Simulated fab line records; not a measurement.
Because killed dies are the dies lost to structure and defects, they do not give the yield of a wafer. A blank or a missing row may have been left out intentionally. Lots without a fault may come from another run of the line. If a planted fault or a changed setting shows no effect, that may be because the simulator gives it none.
Which tool is to blame?	flow nandHarc	39 wafers from 13 lots sampled at 6 of the route's 1159 steps

== WHAT THE GAUGES SHOWED, per wafer ==
NHARC_A_START_INSPECT_01. Usual: rawDefectCount reads 3.1 (standard deviation 1.7).
lot	measured	on	rawDefectCount	flag
L284	day 6 19:34	defectInspect-02	3 3 0	
L285	day 6 20:43	defectInspect-02	4 3 3	
L286	day 6 22:09	defectInspect-01	1 3 4	
L287	day 7 11:01	defectInspect-01	4 4 3	
L288	day 7 11:49	defectInspect-02	4 3 1	
L289	day 7 12:04	defectInspect-02	6 4 3	
L296	day 9 16:29	defectInspect-02	3 1 4	
L299	day 10 13:10	defectInspect-01	3 6 2	
L300	day 10 18:32	defectInspect-01	4 4 4	
L302	day 11 03:13	defectInspect-02	2 7 4	
L304	day 11 03:55	defectInspect-02	3 4 3	
L305	day 11 19:54	defectInspect-02	0 2 3	
L307	day 12 05:34	defectInspect-01	2 8 2	

NHARC_A_SOURCE_PLATE_INSPECT_08. Usual: rawDefectCount reads 62 (standard deviation 29).
lot	measured	on	rawDefectCount	flag
L284	day 7 19:16	defectInspect-02	44 27 36	
L285	day 7 19:17	defectInspect-02	101 66 104	
L286	day 7 19:16	defectInspect-01	90 50 43	
L287	day 8 09:50	defectInspect-01	62 46 32	
L288	day 8 09:49	defectInspect-01	50 102 88	
L289	day 8 09:50	defectInspect-02	39 56 35	
L296	day 10 17:09	defectInspect-02	62 59 82	
L299	day 11 12:03	defectInspect-02	54 32 55	
L300	day 11 17:49	defectInspect-02	74 36 51	
L302	day 12 01:37	defectInspect-01	40 51 35	
L304	day 12 01:37	defectInspect-02	63 62 51	
L305	day 12 18:58	defectInspect-01	35 24 39	
L307	day 13 04:32	defectInspect-02	38 39 30	

NHARC_A_ONON_D1_THK_MEAS_14: measures by ellipsometry. Usual: thkNm reads 1004 nm (standard deviation 7.9).
lot	measured	on	thkNm (nm)	flag
L284	day 7 22:15	filmMetro-01	1009 1009 1009	
L285	day 7 22:28	filmMetro-01	991 991 991	
L286	day 7 22:08	filmMetro-02	1006 1005 1006	
L287	day 8 12:44	filmMetro-02	1012 1010 1009	
L288	day 8 12:39	filmMetro-02	1008 1008 1008	
L289	day 8 12:44	filmMetro-01	1004 1004 1004	
L296	day 10 19:59	filmMetro-02	663 663 661	OFF
L299	day 11 14:55	filmMetro-02	676 676 677	OFF
L300	day 11 20:42	filmMetro-02	1005 1004 1003	
L302	day 12 04:27	filmMetro-01	997 999 999	
L304	day 12 04:40	filmMetro-02	1012 1011 1012	
L305	day 12 21:48	filmMetro-01	1012 1013 1012	
L307	day 13 07:22	filmMetro-02	1006 1007 1004	

NHARC_END_SORT_01. Usual: killedAtArray 24, standard deviation 8.4; killedAtOther 0.7, standard deviation 1.1; killedAtPeriphery 2.9, standard deviation 1.7; killedDies 27, standard deviation 8.6; killedOpen 3.3, standard deviation 1.8; killedShort 1.8, standard deviation 1.4.
lot	measured	on	killedAtArray	killedAtOther	killedAtPeriphery	killedDies	killedOpen	killedShort	flag
L296	day 22 21:02	prober-01	669 672 674	4 4 2	4 1 1	677 677 677	5 2 2	1 1 1	OFF
L299	day 22 12:31	prober-02	671 676 673	0 0 0	6 1 4	677 677 677	3 8 3	4 1 0	OFF

== WHAT TOOL EACH LOT RAN ON (gives the tool, then ch and the chambers of the sampled wafers, and finally the start) ==
lot	NHARC_P_BONDPAD_ANNEAL_28	NHARC_A_ONON_D1_DEP_12
L284	rtpAnneal-02 ch 0, day 6 18:13	pecvdOnon-04 ch 0, day 7 21:44
L285	rtpAnneal-01 ch 0, day 6 19:24	pecvdOnon-02 ch 0, day 7 22:01
L286	rtpAnneal-02 ch 0, day 6 20:49	pecvdOnon-02 ch 0, day 7 21:37
L287	rtpAnneal-01 ch 0, day 7 09:43	pecvdOnon-04 ch 0, day 8 12:17
L288	rtpAnneal-02 ch 0, day 7 10:35	pecvdOnon-03 ch 0, day 8 12:15
L289	rtpAnneal-01 ch 0, day 7 10:46	pecvdOnon-02 ch 0, day 8 12:16
L296	rtpAnneal-02 ch 0, day 9 15:16	pecvdOnon-03 ch 0, day 10 19:35
L299	rtpAnneal-02 ch 0, day 10 11:52	pecvdOnon-03 ch 0, day 11 14:28
L300	rtpAnneal-02 ch 0, day 10 17:10	pecvdOnon-02 ch 0, day 11 20:11
L302	rtpAnneal-02 ch 0, day 11 01:51	pecvdOnon-02 ch 0, day 12 03:56
L304	rtpAnneal-02 ch 0, day 11 02:31	pecvdOnon-04 ch 0, day 12 04:09
L305	rtpAnneal-01 ch 0, day 11 18:35	pecvdOnon-04 ch 0, day 12 21:21
L307	rtpAnneal-02 ch 0, day 12 04:15	pecvdOnon-04 ch 0, day 13 06:55
- NHARC_P_BONDPAD_ANNEAL_28: time 90 s.
- NHARC_A_ONON_D1_DEP_12: target thk 1000 nm.

== AS READ BY THE TOOLS THEMSELVES (means over the sampled wafers that have a number; for cases with no such wafer, the mark the record gives instead) ==
NHARC_P_BONDPAD_ANNEAL_28. Usual: wafer_temp_C_max reads 225.84 (standard deviation 0.21).
lot	tool	wafer_temp_C_max	flag
L284	rtpAnneal-02	225.78	
L285	rtpAnneal-01	225.95	
L286	rtpAnneal-02	225.59	
L287	rtpAnneal-01	225.96	
L288	rtpAnneal-02	225.91	
L289	rtpAnneal-01	225.90	
L296	rtpAnneal-02	225.78	
L299	rtpAnneal-02	225.83	
L300	rtpAnneal-02	225.89	
L302	rtpAnneal-02	225.88	
L304	rtpAnneal-02	225.62	
L305	rtpAnneal-01	225.81	
L307	rtpAnneal-02	225.50	

== THE ANSWER, worked out from the rows above alone ==
Rule: a lot is off if the mean of its wafers that have a number lies more than 3 standard deviations from the usual mean. A lot without any number at a reading at which 4 lots or more have one is off too. The other lots that the step has rows for count as sound. The gauges are gone through in route order, then the tools' own readings, and for those a lot's mean is taken as printed above. The first step at which some lot is off is used, and at that step the reading that is off furthest; a lot without a number counts as furthest.
Off, at NHARC_A_ONON_D1_THK_MEAS_14 on thkNm: L296, L299.
A tool fits if, at a process step before that reading, it ran every lot that is off, and no sound lot after the first of them. The gauges at NHARC_A_ONON_D1_THK_MEAS_14 aren't tried: what is off there is off at NHARC_END_SORT_01 too, on other tools, and a gauge's error can't cause that. One candidate fits, namely pecvdOnon-03 at NHARC_A_ONON_D1_DEP_12. Its last sound lot is L288 (day 8 12:15), its first lot that is off L296 (day 10 19:35): a fault that began between those two fits.

== WHAT THE SIMULATOR HAD PUT IN ==
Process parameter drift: pecvdOnon-03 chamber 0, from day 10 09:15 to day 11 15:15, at NHARC_A_ONON_D1_DEP_12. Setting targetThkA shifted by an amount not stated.
Struck lots among those shown: L296, L299. This agrees with what the rule above found.
